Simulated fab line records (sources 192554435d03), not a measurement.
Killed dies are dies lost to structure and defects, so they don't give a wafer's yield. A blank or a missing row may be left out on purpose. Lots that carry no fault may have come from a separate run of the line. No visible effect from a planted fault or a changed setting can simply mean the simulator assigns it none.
Struck lot and sound lot, side by side :: flow n5_finfet :: 24 steps out of a route of 1938
Sound: these wafers, L653.1, L653.4, L653.6. The struck wafers were L645.3, L645.4, L645.6. At the end, the cause is stated.
Order at every step that has rows: each side's tool, ch and its chambers, its first start. Under that, the readings that differ: sound wafers :: struck wafers :: difference of the means :: sigmas: that difference in standard deviations of wafers without a fault.
alike: readings with means less than 2 such deviations apart, plus words and numbers identical on both sides. not compared: withheld readings, readings lacking a value on some wafer, bounds such as >300 that could conceal the same value, and numbers that have no deviation in the record and whose values overlap.
The two part at a step that has a row with sigmas, a row that says differs or no value, or rows on one side only. When numbers do not overlap yet have no deviation, they are printed without sigmas and do not part them. A reading missing from all wafers of one side parts the sides only when that side holds two or more wafers.

first, 11 steps without rows for these wafers: N5_BEOL_M8_ETCH_62 (etches SOC in N2/H2, target depth 110 nm, overetch 22 nm, time 165 s); N5_BEOL_M8_STRIP_68 (strips in N2/H2); N5_BEOL_M8_STRIP_67 (strips in CF4); N5_BEOL_M8_HM_OPEN_17 (chemistry Cl2/BCl3, target TiN, target depth 20 nm, overetch 6 nm); N5_BEOL_M8_STRIP_19 (strips in O2); N5_BEOL_M8_COAT_63 (time 60 s, resist thk 60 nm); N5_BEOL_M8_COAT_64 (time 60 s, resist thk 12 nm); N5_BEOL_M8_COAT_71 (time 60 s, resist thk 5 nm); N5_BEOL_M8_COAT_22 (resist thk 30 nm); N5_BEOL_M8_EBR_24; N5_BEOL_M8_SOFTBAKE_23 (time 60 s).
N5_BEOL_M8_EXPOSE_25: exposes mask V7, target cd 40 nm.
  sound on euv_scanner-02 ch 0, day 13 07:42; struck on euv_scanner-01 ch 0, day 11 06:13
  alike: mask
then, 2 steps without rows for these wafers: N5_BEOL_M8_PEB_26 (peb time 60 s); N5_BEOL_M8_DEVELOP_27 (develop time 30 s).
N5_BEOL_M8_CD_MEAS_28: target cd 40 nm.
  sound on cd_sem-02 ch 0, day 13 07:50; struck on cd_sem-01 ch 0, day 11 06:20
reading: cd_nm (nm)
sound: 39.74 39.96 40.06
struck: 39.01 39.28 38.90
difference: -0.86
sigmas: -4
N5_BEOL_M8_DESCUM_33: chemistry O2, time 7 s.
  sound on rie_diel-04 ch 1,3, day 13 08:50; struck on rie_diel-03 ch 0,1,3, day 11 07:20
reading: model.BEOL_M8.cd_nm (nm)
sound: 40 40.2 40.2
struck: 38.6 39.2 38.8
difference: -1.3
sigmas: 
  alike: drypump_motor_current_A, oes_product_au, rf_vpp_V, showerhead_plenum_p_Torr, throttle_valve_pct
  not compared: rf_hours_counter_h
then, 5 steps without rows for these wafers: N5_BEOL_M8_ETCH_72 (etches underlayer in N2/H2, target depth 6.5 nm, time 5.2 s); N5_BEOL_M8_ETCH_65 (etches SiARC in CF4, target depth 15.6 nm, time 26 s); N5_BEOL_M8_ETCH_66 (etches SOC in N2/H2, target depth 80 nm, overetch 16 nm, time 120 s); N5_BEOL_M8_STRIP_69 (strips in N2/H2); N5_BEOL_M8_STRIP_73 (strips in N2/H2).
N5_BEOL_M8_VIA_ETCH_34: etches SiCOH lowk in C4F6/O2, target depth 125.5 nm, time 50.5 s.
  sound on rie_diel-04 ch 1,3, day 13 09:01; struck on rie_diel-03 ch 0,1,3, day 11 07:31
reading: rf_vpp_V (V)
sound: 654 638 639
struck: 699 689 668
difference: +42
sigmas: +2

reading: model.BEOL_M8.cd_nm (nm)
sound: 40 40.4 40.2
struck: 38.8 39.2 38.6
difference: -1.3
sigmas: 
  alike: drypump_motor_current_A, oes_ar_750_au, oes_product_au, showerhead_plenum_p_Torr, throttle_valve_pct
  not compared: rf_hours_counter_h
then, 1 step without rows for these wafers: N5_BEOL_M8_STRIP_76 (strips in C4F6/O2).
-- record jumps: 3 days separate the struck wafers' starts on either side; left off in module BEOL_M8, taken up again in module PASSIVATION, whose first shown step is the route's number 1936 --
N5_PASSIVATION_PROBE_49:
  sound on prober-01 at day 16 11:56; struck on prober-01 at day 13 23:08
  alike: defect_limited_yield, killed_at_M0_to_M3, killed_at_M4_up, killed_at_contacts, killed_at_front_end, killed_at_other, killed_dies, killed_open, killed_short, sort_bin_5_function, sort_bin_6_memory, sort_n_pass, sort_yield_pct

## WHERE THEY PART
Earliest at N5_BEOL_M8_CD_MEAS_28; latest, in this record, at N5_BEOL_M8_VIA_ETCH_34. Later steps at which nothing parts them and some readings are alike: N5_PASSIVATION_PROBE_49.

WHY: the cause the simulator had injected
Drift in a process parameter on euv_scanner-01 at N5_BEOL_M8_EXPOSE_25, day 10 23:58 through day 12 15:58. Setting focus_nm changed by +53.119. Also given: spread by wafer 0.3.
